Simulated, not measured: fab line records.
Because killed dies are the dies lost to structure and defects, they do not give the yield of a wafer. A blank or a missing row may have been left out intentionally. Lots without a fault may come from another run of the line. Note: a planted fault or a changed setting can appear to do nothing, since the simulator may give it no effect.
Split-lot study | flow n5Finfet | 21 wafers read from 7 lots, route of 1938 steps

## SPLIT DETAILS
At N5_BEOL_M14_PEB_08 (peb time 90 s), the setting pebTempC was moved away from the recipe's 130 C on 5 of the 21 wafers read, by -2.8% to +2.1%. All remaining wafers had this setting at the recipe value.

## FROM THE SPLIT TO THE READING: what the file shows between them, 10 steps
- N5_BEOL_M14_DEVELOP_09: develop time 45 s
- N5_BEOL_M14_HARDBAKE_14: time 120 s
- N5_BEOL_M14_CD_MEAS_10: target cd 250 nm
- N5_BEOL_M14_DESCUM_15: chemistry O2, time 7.9 s
- N5_BEOL_M14_ETCH_59: etches BARC in N2/H2, target depth 89 nm, overetch 26.7 nm, time 67.9 s
- N5_BEOL_M14_VIA_ETCH_16: etches SiO2 in C4F8/O2/Ar, target depth 1231.3 nm
- N5_BEOL_M14_STRIP_63: strips in O2
- N5_BEOL_M14_STRIP_64: strips in O2
- N5_BEOL_M14_STRIP_71: strips in post etch residue remover, time 60 s
- N5_BEOL_M14_SRD_72: time 30 s, dry time 30 s

## THE READING
cdNm at N5_BEOL_M14_CD_MEAS_17, given in nm (cd target 250 nm). Fault-free wafers of this fab line usually give 250.1 nm, standard deviation 2.4 nm.

wafer  | tool, chamber at the split | pebTempC as run, C | against the recipe | cdNm, nm | against lot-mates on the recipe
L076.1 | lithoTrack-04, 0           | 130                | recipe             | 253.9    | -
L076.3 | lithoTrack-04, 0           | 130                | recipe             | 253.1    | -
L076.6 | lithoTrack-04, 0           | 130                | recipe             | 253.2    | -
L075.1 | lithoTrack-04, 0           | 130                | recipe             | 253.8    | -
L075.2 | lithoTrack-04, 0           | 130                | recipe             | 251.1    | -
L075.3 | lithoTrack-04, 0           | 126.4              | -2.8%              | 230.5    | -21.9
L080.1 | lithoTrack-02, 0           | 127.3              | -2.1%              | 233.4    | -17.0
L080.2 | lithoTrack-02, 0           | 130                | recipe             | 251.7    | -
L080.4 | lithoTrack-02, 0           | 130                | recipe             | 249.2    | -
L082.1 | lithoTrack-04, 0           | 127                | -2.3%              | 235.4    | -16.8
L082.3 | lithoTrack-04, 0           | 130                | recipe             | 251.5    | -
L082.5 | lithoTrack-04, 0           | 130                | recipe             | 253.0    | -
L088.3 | lithoTrack-04, 0           | 130                | recipe             | 250.3    | -
L088.4 | lithoTrack-04, 0           | 132.7              | +2.1%              | 265.3    | +13.9
L088.6 | lithoTrack-04, 0           | 130                | recipe             | 252.5    | -
L094.2 | lithoTrack-01, 0           | 130                | recipe             | 247.2    | -
L094.4 | lithoTrack-01, 0           | 130                | recipe             | 248.8    | -
L094.6 | lithoTrack-01, 0           | 130                | recipe             | 248.3    | -
L096.2 | lithoTrack-01, 0           | 131.1              | +0.8%              | 253.2    | +5.4
L096.4 | lithoTrack-01, 0           | 130                | recipe             | 246.1    | -
L096.6 | lithoTrack-01, 0           | 130                | recipe             | 249.4    | -

FIT RESULTS
A straight line over all 21 wafers: cdNm changes by +7.11 nm for each +1% of pebTempC; r = +0.95; the points scatter about the line by 2.4 nm.
The same after taking each lot's own level away (the mean of its wafers on the recipe; 21 wafers): +7.5 nm for each +1%; r = +0.99; scatter 1.1 nm.
The reading moves by 21 nm for the largest change in pebTempC, on that fit.
Across the lots, their own levels run from 247.75 to 253.40 nm, a range of 2.4 times the standard deviation given above.
The two slopes are in agreement: the lot-to-lot level therefore moves the slope only a little.
Check: for one of the wafers moved furthest among these (-2.8%), held out of the fit, the line's prediction against its lot-mates is -20.5 nm. It came out at -21.9 nm against them.

## THESE WAFERS: OTHER SPLITS
Other splits were also applied to these wafers ahead of the reading. Each is held against what the fit with the lots' levels taken away leaves over:
other split on the same wafers | wafers away from the commonest value | r with cdNm (lot level and that fit taken away)
N5_BEOL_M12_EXPOSE_07 doseMj   | 9                                    | +0.33
N5_BEOL_M13_COAT_04 spinRpm    | 8                                    | -0.30
N5_BEOL_M13_DESCUM_15 timeS    | 7                                    | -0.01
N5_BEOL_M14_ILD_DEP_00 tempC   | 4                                    | -0.21

## THE WHOLE CHAIN: every reading that the file lists as answering this split, in the file's order
step                   | what it does     | reading | change (the file's fit)              | r (the file's)
N5_BEOL_M14_CD_MEAS_10 | target cd 250 nm | cdNm    | +7.07 nm for each +1% of the setting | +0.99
N5_BEOL_M14_CD_MEAS_17 | target cd 250 nm | cdNm    | +7.54 nm for each +1% of the setting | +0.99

## FILE'S OWN FIT
cdNm changes by +7.54 nm for each +1% of pebTempC, r = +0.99.
